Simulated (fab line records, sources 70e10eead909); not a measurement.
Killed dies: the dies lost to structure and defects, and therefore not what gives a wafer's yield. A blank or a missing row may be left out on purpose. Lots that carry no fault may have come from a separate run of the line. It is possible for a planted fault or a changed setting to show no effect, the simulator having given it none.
8D (eight disciplines) problem report, filled in by code    flow nand-harc    the parts of the form that need people (team, actions taken, sign-off) are left out

1. THE PROBLEM
heater-power-total-W at NHARC_P_M2_SOFTBAKE_04 reads a mean of 212.48 W on 1 wafer of 1 lot; wafers without a fault read 188.44 W with a standard deviation of 0.13. That is +99 or more standard deviations from the usual mean.
The step: time 55 s.
Seen first at day 13 10:00 on litho-track-04, wafer L756.1. The record holds 39 wafers of 13 lots with a number at this step. Rule for "out", or "out of limits": more than 4 standard deviations from the usual mean. The other wafers with a number count as sound.

2. WHAT THIS IS AND IS NOT
question                     is                    is not
which readings at this step  heater-power-total-W  -
which lots                   L756                  L743, L744, L745, L746, L747, L748, L749, L750, L751, L752, L753, L755
which wafers of those lots   L756.1                L756.3, L756.6
read on which tools          litho-track-04        litho-track-01, litho-track-06
when                         from day 13 10:00     up to then (38 sound wafers)

3. SUSPECTS, AND WHAT RULES EACH OUT
Counting: a tool at a process step up to the reading stays a suspect if it ran every lot that is out. Sound lots after the first of them don't rule it out here, since some wafers of a struck lot are sound.
- pvd-sputter-03 at NHARC_P_M1_DEGAS_29 (time 60 s): kept. It ran the lot that is out, L756 (day 13 07:56); its last sound lot up to then is L748 (day 9 22:20).
- cmp-01 at NHARC_P_M1_CMP_23 (polishes, t overpolish 20 s, target thk 157.82 nm): kept. It ran the lot that is out, L756 (day 13 09:02); its last sound lot up to then is L752 (day 11 05:47).
- pecvd-01 at NHARC_P_M1_PRE_CLEAN_32 (time 12 s): kept. It ran the lot that is out, L756 (day 13 09:34); its last sound lot up to then is L753 (day 11 17:07).
- litho-track-04 at NHARC_P_M2_SOFTBAKE_04 (time 55 s): kept. It ran the lot that is out, L756 (day 13 10:00); its last sound lot up to then is L755 (day 12 16:00). Its own heater-power-total-W readings are out on those wafers.
Left after counting: pvd-sputter-03 at NHARC_P_M1_DEGAS_29, cmp-01 at NHARC_P_M1_CMP_23, pecvd-01 at NHARC_P_M1_PRE_CLEAN_32, litho-track-04 at NHARC_P_M2_SOFTBAKE_04.

4. THE CAUSE (what the simulator had put in)
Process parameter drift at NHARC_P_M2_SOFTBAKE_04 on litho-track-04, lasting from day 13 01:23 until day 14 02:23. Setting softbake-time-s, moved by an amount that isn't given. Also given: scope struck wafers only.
Counting leaves 4 suspects; this tool is one of them.

5. THE CHAIN OF EFFECTS, in route order
One row per reading whose mean, taken over the struck wafers that have a number, lies over 3 standard deviations from the usual. Readings are gone through only where the record gives a usual standard deviation; hours: the median, over the lots, of the time from a lot's start at the first step in this table giving one to that lot's start at this step; sigmas: the change measured in usual standard deviations.
hours  step                    reading               usual     on struck wafers  change  sigmas
0      NHARC_P_M2_SOFTBAKE_04  heater-power-total-W  188.44 W  212.48            +24.04  +99 or more
Here are the process steps it includes:
- NHARC_P_M2_SOFTBAKE_04: time 55 s.

6. HOW IT WOULD HAVE BEEN CAUGHT EARLIER
In this record the first reading out of limits was taken at day 13 10:00, 9 hours after the fault began at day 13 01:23.
